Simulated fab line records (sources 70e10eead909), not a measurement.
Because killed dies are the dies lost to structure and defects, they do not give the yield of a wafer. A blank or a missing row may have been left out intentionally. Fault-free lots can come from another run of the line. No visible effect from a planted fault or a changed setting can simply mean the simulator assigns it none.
Chamber matching :: flow nand_harc :: NHARC_P_ZERO_WELL_DESCUM_26 on rie_diel-05 has 4 sister chambers
The step chemistry O2, time 3 s. 4 wafers are shown with their chamber, then 8 later ones without.

== WAFERS, EACH WITH ITS CHAMBER ==
wafer: L475.2
chamber: 3
drypump_motor_current_A (A): 5.3

wafer: L475.3
chamber: 1
drypump_motor_current_A (A): 4.9

wafer: L475.6
chamber: 0
drypump_motor_current_A (A): 6.0

wafer: L476.1
chamber: 2
drypump_motor_current_A (A): 5.7

== WAFERS WITH NO CHAMBER GIVEN ==
wafer: L476.4
drypump_motor_current_A (A): 5.7

wafer: L476.5
drypump_motor_current_A (A): 4.9

wafer: L478.3
drypump_motor_current_A (A): 4.9

wafer: L478.5
drypump_motor_current_A (A): 5.3

wafer: L478.6
drypump_motor_current_A (A): 5.7

wafer: L481.2
drypump_motor_current_A (A): 6.0

wafer: L481.3
drypump_motor_current_A (A): 5.0

wafer: L481.5
drypump_motor_current_A (A): 5.7

== THE CHAMBER EACH PASSED THROUGH ==
wafer: L476.4
from the rows above: 2
in truth: 2

wafer: L476.5
from the rows above: 1
in truth: 1

wafer: L478.3
from the rows above: 1
in truth: 1

wafer: L478.5
from the rows above: 3
in truth: 3

wafer: L478.6
from the rows above: 2
in truth: 2

wafer: L481.2
from the rows above: 0
in truth: 0

wafer: L481.3
from the rows above: 1
in truth: 1

wafer: L481.5
from the rows above: 2
in truth: 2
8 of 8 placed correctly. Can't be placed from these rows: 0. Number placed wrongly: 0.
How it was worked out, from the rows above alone: a wafer's distance from a chamber is the root of the sum, over the readings, of the square of ((its reading less the chamber's mean) divided by the reading's scatter). If the next closest chamber is less than 2 further off than the closest, the wafer can't be placed; otherwise it belongs to the closest. A chamber's mean is the mean of its shown wafers. The scatter: with one shown wafer a chamber, the root of the mean of the squares of how far each hidden wafer lies from its nearest shown one.
